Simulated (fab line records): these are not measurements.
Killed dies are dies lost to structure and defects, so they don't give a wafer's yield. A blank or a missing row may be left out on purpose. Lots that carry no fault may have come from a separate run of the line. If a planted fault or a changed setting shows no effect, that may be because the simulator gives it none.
Which tool did it?	flow nand harc	72 wafers from 24 lots sampled at 6 of the route's 1159 steps

## WHAT THE GAUGES SHOWED, per wafer
NHARC_P_M2_OVL_MEAS_10: pitch 340 nm.
lot	measured	on	overlay x nm (nm)	overlay y nm (nm)
L075	day 6 15:09	overlay-01	0.9 0.9 1.2	-0.1 0.0 0.1
L074	day 6 15:43	overlay-02	0.9 0.7 1.1	0.6 1.0 0.8
L076	day 6 16:22	overlay-02	-0.7 0.2 -1.0	-1.2 -1.4 -2.0
L077	day 6 22:35	overlay-01	1.2 0.7 1.1	-0.3 -0.1 -0.1
L078	day 7 10:47	overlay-01	-1.2 -1.1 -0.9	1.6 0.7 1.1
L079	day 7 16:10	overlay-02	1.1 0.3 0.6	0.2 0.1 0.0
L080	day 7 19:05	overlay-02	-0.6 -0.6 -1.2	-0.5 -0.6 -0.3
L081	day 7 21:34	overlay-01	-0.6 -0.7 -0.1	-0.5 -0.5 -0.7
L082	day 8 04:03	overlay-02	-0.2 0.1 -0.7	-0.9 -1.4 -1.2
L083	day 8 16:24	overlay-02	-0.3 -0.3 -0.2	1.4 1.2 1.3
L084	day 8 16:56	overlay-01	0.3 0.5 -0.2	-0.7 -0.2 -0.4
L088	day 9 11:02	overlay-01	-1.8 -1.6 -1.3	-0.3 -0.2 0.5
L087	day 9 14:11	overlay-01	-0.1 0.4 0.4	0.9 0.1 1.2
L085	day 9 14:46	overlay-02	-0.2 -0.2 -0.4	-1.0 -0.3 -0.4
L086	day 10 04:17	overlay-01	-1.8 -2.1 -1.6	-0.6 -0.1 -0.4
L090	day 10 05:29	overlay-01	-0.5 -0.3 -0.2	-0.4 -0.4 0.7
L089	day 10 06:17	overlay-02	0.0 -0.5 -0.2	-0.5 -0.8 -0.5
L091	day 10 14:07	overlay-02	1.0 1.0 0.6	0.1 0.3 0.3
L094	day 10 20:47	overlay-02	-0.2 -1.1 -0.4	0.4 -0.2 -0.3
L092	day 10 21:21	overlay-01	-0.4 -0.4 0.0	0.3 -0.2 0.7
L093	day 10 22:59	overlay-01	0.4 0.5 0.7	-0.4 -0.5 -0.4
L095	day 11 12:28	overlay-02	-0.2 -0.4 0.1	-0.3 -0.4 0.4
L097	day 11 15:28	overlay-02	-1.5 -1.7 -1.1	-1.0 -1.1 -1.4
L096	day 11 20:37	overlay-02	-0.1 0.2 0.1	0.5 0.4 0.4

NHARC_A_ONON_D1_THK_MEAS_18: measures by ellipsometry.
lot	measured	on	thk nm (nm)
L075	day 8 14:01	film metro-02	1000 998 999
L074	day 8 14:01	film metro-01	1009 1006 1009
L076	day 8 14:22	film metro-01	1010 1010 1011
L077	day 8 14:02	film metro-01	1010 1011 1012
L078	day 9 04:52	film metro-01	1004 1004 1004
L079	day 9 15:30	film metro-01	993 993 993
L080	day 9 15:08	film metro-02	998 996 996
L081	day 9 15:09	film metro-01	1003 1004 1002
L082	day 10 00:49	film metro-02	1009 1007 1010
L083	day 10 09:48	film metro-01	1026 1027 1026
L084	day 10 09:49	film metro-02	1005 1005 1005
L088	day 11 06:39	film metro-02	996 998 998
L087	day 11 06:39	film metro-02	979 979 981
L085	day 11 11:38	film metro-01	979 978 977
L086	day 11 22:51	film metro-01	1004 1004 1005
L090	day 11 22:42	film metro-01	1001 1000 1002
L089	day 11 22:42	film metro-02	1008 1006 1006
L091	day 12 07:41	film metro-01	1009 1010 1007
L094	day 12 14:05	film metro-01	1010 1010 1009
L092	day 12 14:05	film metro-01	994 996 997
L093	day 12 14:06	film metro-02	997 997 997
L095	day 13 10:43	film metro-01	993 995 993
L097	day 13 10:41	film metro-01	988 989 988
L096	day 13 14:08	film metro-02	1005 1007 1004

## TOOL THAT RAN EACH LOT (tool first, then ch and the chambers of the sampled wafers, then the start)
lot	NHARC_P_M2_DEGAS_29	NHARC_P_M2_CMP_23	NHARC_P_M2_DEP_33	NHARC_P_BONDPAD_ETCH_37
L075	pvd sputter-01, day 6 16:17	cmp-02 ch 0,1,2, day 6 17:25	pecvd-04 ch 0,2, day 6 18:05	rie diel-05 ch 0,1,3, day 6 20:15
L074	pvd sputter-03, day 6 16:55	cmp-04 ch 0,1,2, day 6 18:01	pecvd-02 ch 0,1, day 6 18:38	rie diel-12 ch 1,3, day 6 20:34
L076	pvd sputter-02, day 6 17:29	cmp-04 ch 1,2,3, day 6 18:35	pecvd-03 ch 0,1,2, day 6 19:14	rie diel-05 ch 0,1,2, day 6 21:20
L077	pvd sputter-02, day 6 23:47	cmp-04 ch 0,1,2, day 7 00:51	pecvd-03 ch 0,1, day 7 01:29	rie diel-01 ch 1,2,3, day 7 03:23
L078	pvd sputter-01, day 7 11:56	cmp-04 ch 0,2,3, day 7 13:13	pecvd-03 ch 0,1,2, day 7 13:49	rie diel-12 ch 1,2,3, day 7 15:46
L079	pvd sputter-02, day 7 17:22	cmp-03 ch 0,1,2, day 7 18:26	pecvd-03 ch 0,1, day 7 19:04	rie diel-01 ch 0,2,3, day 7 21:07
L080	pvd sputter-02, day 7 20:14	cmp-03 ch 0,3, day 7 21:19	pecvd-03 ch 0,1,2, day 7 21:56	rie diel-01 ch 0,1,2, day 7 23:44
L081	pvd sputter-03, day 7 22:42	cmp-02 ch 0,1, day 7 23:47	pecvd-04 ch 1,2, day 8 00:24	rie diel-01 ch 0,2, day 8 02:31
L082	pvd sputter-02, day 8 05:16	cmp-03 ch 2,3, day 8 06:26	pecvd-03 ch 2, day 8 07:05	rie diel-01 ch 0,3, day 8 09:22
L083	pvd sputter-01, day 8 17:37	cmp-03 ch 0,1,2, day 8 18:43	pecvd-03 ch 0,1, day 8 19:20	rie diel-12 ch 0,1,3, day 8 21:14
L084	pvd sputter-01, day 8 18:03	cmp-04 ch 1,2,3, day 8 19:11	pecvd-03 ch 1,2, day 8 19:47	rie diel-12 ch 0,2,3, day 8 21:44
L088	pvd sputter-01, day 9 12:09	cmp-02 ch 1,2, day 9 13:18	pecvd-03 ch 0,1,2, day 9 14:01	rie diel-01 ch 0,1,3, day 9 16:00
L087	pvd sputter-01, day 9 15:19	cmp-02 ch 0,1,2, day 9 16:27	pecvd-02 ch 1,2, day 9 17:04	rie diel-01 ch 0,3, day 9 19:00
L085	pvd sputter-02, day 9 15:53	cmp-03 ch 0,1,3, day 9 16:58	pecvd-04 ch 0,1,2, day 9 17:35	rie diel-12 ch 2,3, day 9 19:34
L086	pvd sputter-03, day 10 05:26	cmp-03 ch 1,2, day 10 06:33	pecvd-04 ch 0,1, day 10 07:08	rie diel-01 ch 1,2, day 10 09:05
L090	pvd sputter-01, day 10 06:37	cmp-02 ch 0,1,3, day 10 07:44	pecvd-03 ch 0,1,2, day 10 08:17	rie diel-12 ch 0,2,3, day 10 10:15
L089	pvd sputter-03, day 10 07:25	cmp-03 ch 0,2,3, day 10 08:31	pecvd-02 ch 0,1,2, day 10 09:07	rie diel-01 ch 0,1,2, day 10 11:05
L091	pvd sputter-03, day 10 15:19	cmp-04 ch 0,1,2, day 10 16:27	pecvd-03 ch 0,1,2, day 10 17:01	rie diel-12 ch 0,1, day 10 18:59
L094	pvd sputter-01, day 10 21:57	cmp-04 ch 1,2,3, day 10 23:04	pecvd-02 ch 0,1,2, day 10 23:39	rie diel-01 ch 1,2,3, day 11 01:28
L092	pvd sputter-02, day 10 22:32	cmp-03 ch 0,1,2, day 10 23:39	pecvd-03 ch 0,1, day 11 00:25	rie diel-01 ch 1,2,3, day 11 02:23
L093	pvd sputter-01, day 11 00:07	cmp-03 ch 0,1,3, day 11 01:14	pecvd-04 ch 1,2, day 11 01:53	rie diel-01 ch 1,2, day 11 03:52
L095	pvd sputter-02, day 11 13:35	cmp-02 ch 1,2,3, day 11 14:43	pecvd-03 ch 0,1,2, day 11 15:19	rie diel-01 ch 1,3, day 11 17:16
L097	pvd sputter-02, day 11 16:42	cmp-02 ch 0,2,3, day 11 17:58	pecvd-04 ch 0,1,2, day 11 18:35	rie diel-01 ch 0,1,3, day 11 20:40
L096	pvd sputter-03, day 11 21:44	cmp-04 ch 0,3, day 11 22:50	pecvd-03 ch 0,2, day 11 23:30	rie diel-01 ch 1,2,3, day 12 01:25
- NHARC_P_M2_DEGAS_29: time 60 s.
- NHARC_P_M2_CMP_23: polishes, t overpolish 20 s, target thk 144.3 nm.
- NHARC_P_M2_DEP_33: deposits SiCN, target thk 30 nm.
- NHARC_P_BONDPAD_ETCH_37: etches the open film in N2/H2, target depth 60 nm, overetch 18 nm, time 65.91 s.

## WHAT THE TOOLS THEMSELVES READ (means of the sampled wafers that have a number; where no wafer has one, the mark that the record gives instead)
NHARC_P_M2_DEGAS_29.
lot	tool	heater power w (W)
L075	pvd sputter-01	364
L074	pvd sputter-03	319
L076	pvd sputter-02	362
L077	pvd sputter-02	348
L078	pvd sputter-01	364
L079	pvd sputter-02	351
L080	pvd sputter-02	315
L081	pvd sputter-03	327
L082	pvd sputter-02	365
L083	pvd sputter-01	351
L084	pvd sputter-01	359
L088	pvd sputter-01	353
L087	pvd sputter-01	377
L085	pvd sputter-02	313
L086	pvd sputter-03	345
L090	pvd sputter-01	355
L089	pvd sputter-03	316
L091	pvd sputter-03	333
L094	pvd sputter-01	355
L092	pvd sputter-02	363
L093	pvd sputter-01	374
L095	pvd sputter-02	310
L097	pvd sputter-02	331
L096	pvd sputter-03	333

NHARC_P_M2_CMP_23.
lot	tool	motor current A (A)	time to endpoint s (s)
L075	cmp-02	12.4	30.8
L074	cmp-04	12.4	24.5
L076	cmp-04	12.0	27.5
L077	cmp-04	12.2	27.3
L078	cmp-04	11.9	27.8
L079	cmp-03	12.0	27.9
L080	cmp-03	12.6	26.9
L081	cmp-02	12.8	30.0
L082	cmp-03	11.8	28.5
L083	cmp-03	12.1	29.2
L084	cmp-04	12.4	28.7
L088	cmp-02	11.7	27.4
L087	cmp-02	12.6	26.0
L085	cmp-03	12.4	28.3
L086	cmp-03	11.5	28.4
L090	cmp-02	12.4	24.3
L089	cmp-03	12.4	31.2
L091	cmp-04	11.9	27.2
L094	cmp-04	12.0	28.6
L092	cmp-03	11.7	26.4
L093	cmp-03	12.2	31.3
L095	cmp-02	11.3	27.1
L097	cmp-02	12.2	27.9
L096	cmp-04	12.1	28.0

NHARC_P_M2_DEP_33.
lot	tool	heater power outer w (W)	heater power w (W)
L075	pecvd-04	312	558
L074	pecvd-02	434	690
L076	pecvd-03	343	586
L077	pecvd-03	402	660
L078	pecvd-03	334	586
L079	pecvd-03	430	699
L080	pecvd-03	361	612
L081	pecvd-04	363	632
L082	pecvd-03	252	499
L083	pecvd-03	413	666
L084	pecvd-03	374	657
L088	pecvd-03	360	605
L087	pecvd-02	400	649
L085	pecvd-04	327	570
L086	pecvd-04	307	537
L090	pecvd-03	347	607
L089	pecvd-02	391	638
L091	pecvd-03	366	630
L094	pecvd-02	368	613
L092	pecvd-03	439	707
L093	pecvd-04	400	668
L095	pecvd-03	327	585
L097	pecvd-04	345	592
L096	pecvd-03	285	525

NHARC_P_BONDPAD_ETCH_37.
lot	tool	drypump motor current A (A)	h2 flow sccm (sccm)	oes product au (a.u.)	rf vpp V (V)	showerhead plenum p Torr (Torr)	throttle valve pct (%)
L075	rie diel-05	6.1	150.4	0.997	431.8	2.07	14.170
L074	rie diel-12	5.8	149.7	1.006	434.2	2.19	14.180
L076	rie diel-05	6.0	150.0	1.007	432.6	2.11	14.166
L077	rie diel-01	5.8	150.1	0.992	432.0	2.14	14.169
L078	rie diel-12	5.7	149.7	1.005	433.0	2.14	14.180
L079	rie diel-01	6.0	150.1	0.999	432.8	2.12	14.171
L080	rie diel-01	5.8	150.0	1.004	433.1	2.14	14.171
L081	rie diel-01	6.0	149.9	0.996	433.1	2.12	14.172
L082	rie diel-01	6.6	150.4	1.001	432.1	2.09	14.163
L083	rie diel-12	5.7	149.7	0.999	431.6	2.08	14.178
L084	rie diel-12	5.7	149.4	0.996	429.9	2.03	14.171
L088	rie diel-01	6.3	150.4	1.003	431.9	2.11	14.169
L087	rie diel-01	6.6	150.6	1.000	431.7	2.10	14.163
L085	rie diel-12	5.7	150.0	0.985	431.3	2.09	14.176
L086	rie diel-01	5.2	149.9	1.007	434.1	2.16	14.173
L090	rie diel-12	5.7	150.1	0.996	434.6	2.14	14.177
L089	rie diel-01	5.7	150.2	0.992	433.7	2.14	14.171
L091	rie diel-12	5.8	149.9	0.994	435.2	2.21	14.180
L094	rie diel-01	5.8	150.3	0.998	433.0	2.13	14.180
L092	rie diel-01	5.8	149.9	0.999	432.3	2.13	14.181
L093	rie diel-01	5.2	149.9	0.993	434.2	2.16	14.167
L095	rie diel-01	6.1	149.9	0.997	432.2	2.13	14.173
L097	rie diel-01	6.3	149.9	0.997	432.9	2.11	14.161
L096	rie diel-01	5.8	149.8	0.997	433.0	2.13	14.176

## THE ANSWER, worked out from the rows above alone
Rule: usual is defined by the lots themselves. The widest of any qualifying gaps counts: lots, ordered by their means at a reading, are off when they make up no more than a third of the lots, leave a main group of 4 or more, and stand apart from it by 3 or more times the standard deviation of that group's means. A main group whose means are all the same, to the digits that the tables above print for the reading, isn't used. Also off: a lot with no number at a reading for which 4 or more lots have one. The other lots that the step has rows for count as sound. Order of review: gauges by route order, followed by the tools' own readings, for which a lot's mean as printed above is used. The first step at which some lot is off is used, and at that step the reading that is off furthest; a lot without a number counts as furthest.
None of the lots is off at any reading shown; this tells nothing.

## WHAT THE SIMULATOR HAD INSERTED
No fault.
